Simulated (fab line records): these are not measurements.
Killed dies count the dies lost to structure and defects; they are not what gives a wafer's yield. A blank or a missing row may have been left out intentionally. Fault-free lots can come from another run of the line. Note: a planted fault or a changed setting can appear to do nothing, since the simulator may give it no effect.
A struck lot beside a sound one || flow n5 finfet || 27 out of 1938 route steps
Sound: the wafers L147.1, L147.5, L147.6. Struck: wafer L159.3. (L159.4, L159.6 of the same lot were not struck and are left out.) The cause comes at the end.
Per side, at each step with rows, come the tool, then ch with its chambers, and then its first start. Under that, the readings that differ: sound wafers || struck wafers || difference of the means || sigmas: that difference in standard deviations of wafers without a fault.
alike: words and numbers the same on both sides, and readings whose means are apart by under 2 such deviations; not compared: readings that were withheld, readings missing a value for some wafer, numbers with overlapping values and no deviation given by the record, and bounds like >300 which may hide the same value.
Wherever a step has rows on one side only, a row that says differs or no value, or a row with sigmas, the two part there. Numbers that don't overlap but have no deviation are shown without sigmas and don't part them. A reading that every wafer of one side lacks parts them only if that side has two wafers or more.

first, 9 steps without rows for these wafers: N5_BEOL_M7_DESCUM_33 (chemistry O2, time 7 s); N5_BEOL_M7_ETCH_72 (etches underlayer in N2/H2, target depth 6.5 nm, time 5.2 s); N5_BEOL_M7_ETCH_65 (etches SiARC in CF4, target depth 15.6 nm, time 26 s); N5_BEOL_M7_ETCH_66 (etches SOC in N2/H2, target depth 80 nm, overetch 16 nm, time 120 s); N5_BEOL_M7_STRIP_69 (strips in N2/H2); N5_BEOL_M7_STRIP_73 (strips in N2/H2); N5_BEOL_M7_VIA_ETCH_34 (etches SiCOH lowk in C4F6/O2, target depth 125.5 nm, time 50.5 s); N5_BEOL_M7_STRIP_76 (strips in C4F6/O2); N5_BEOL_M7_STRIP_36 (strips in N2/H2).
N5_BEOL_M7_TRENCH_ETCH_37: etches SiCOH lowk in C4F6/O2, target depth 93.478 nm, time 31.2 s.
  sound on rie diel-01 ch 0,3, day 11 22:14; struck on rie diel-01 ch 2, day 15 07:38
{"reading": "model.BEOL_M7.feature depth nm (nm)", "sound": "92.2 94.4 91.4", "struck": 97.2, "difference": "+4.5", "sigmas": ""}
{"reading": "model.etch.depth nm (nm)", "sound": "92.17 94.5 91.38", "struck": 97.23, "difference": "+4.55", "sigmas": ""}
  alike: drypump motor current A, oes product au, rf vpp V, showerhead plenum p Torr, throttle valve pct
  not compared: rf hours counter h
then, 15 steps without rows for these wafers: N5_BEOL_M7_ETCH_41 (etches SiCN in CH3F/O2, target depth 31.9 nm, time 57.8 s); N5_BEOL_M7_STRIP_80 (strips in N2/H2, time 10 s); N5_BEOL_M7_HM_STRIP_39 (strips TiN in peroxide tin strip, target depth 25 nm, time 158 s); N5_BEOL_M7_SRD_40 (time 30 s); N5_BEOL_M7_PRECLEAN_42 (cleans in residue remover, time 60 s); N5_BEOL_M7_SRD_43 (time 30 s); N5_BEOL_M7_CURE_75 (cures SiCOH lowk, time 120 s); N5_BEOL_M7_DEGAS_44 (time 60 s); N5_BEOL_M7_PRE_CLEAN_45 (time 30 s); N5_BEOL_M7_ALD_77 (deposits TaN, target thk 2 nm, pulse time 2 s, purge time 3 s); N5_BEOL_M7_SURFACE_TREAT_79; N5_BEOL_M7_CVD_78 (deposits Co from CCTBA/H2, target thk 2 nm, time 142.3 s); N5_BEOL_M7_SPUTTER_48 (material Cu, target thk 10 nm, time 1.667 s); N5_BEOL_M7_ECD_50 (material Cu, target thk 300 nm); N5_BEOL_M7_ANNEAL_51 (time 90 s).
N5_BEOL_M7_CMP_52: polishes, stops on SiCOH lowk, t overpolish 6.9 s, target thk 80 nm.
  sound on cmp-02 ch 0,1,3, day 12 00:51; struck on cmp-02 ch 3, day 15 09:32
{"reading": "model.Cu_of_BEOL_M7_ECD_50.thk nm (nm)", "sound": "77.6 81.2 79.6", "struck": 83.2, "difference": "+3.7", "sigmas": ""}
  alike: barrier field endpoint s, clearing platen rpm, motor current A, overpolish run s, time to endpoint s
-- the record jumps here: 3 days lie between the struck wafers' starts before and after (it left off in module BEOL_M7 and takes up again in module PASSIVATION, whose first step shown is number 1936 of the route) --
N5_PASSIVATION_PROBE_49:
  struck on prober-01, day 18 11:06; sound on prober-01, day 15 04:19
{"reading": "killed at front end", "sound": "42 18 24", "struck": 58, "difference": "+30", "sigmas": "+2"}
  alike: defect limited yield, killed_at_M0_to_M3, killed_at_M4_up, killed at contacts, killed at other, killed dies, killed open, killed short, sort_bin_5_function, sort_bin_6_memory, sort n pass, sort yield pct

== WHERE THEY PART ==
Within this record, at N5_PASSIVATION_PROBE_49 only.

WHY: whatever the simulator had introduced
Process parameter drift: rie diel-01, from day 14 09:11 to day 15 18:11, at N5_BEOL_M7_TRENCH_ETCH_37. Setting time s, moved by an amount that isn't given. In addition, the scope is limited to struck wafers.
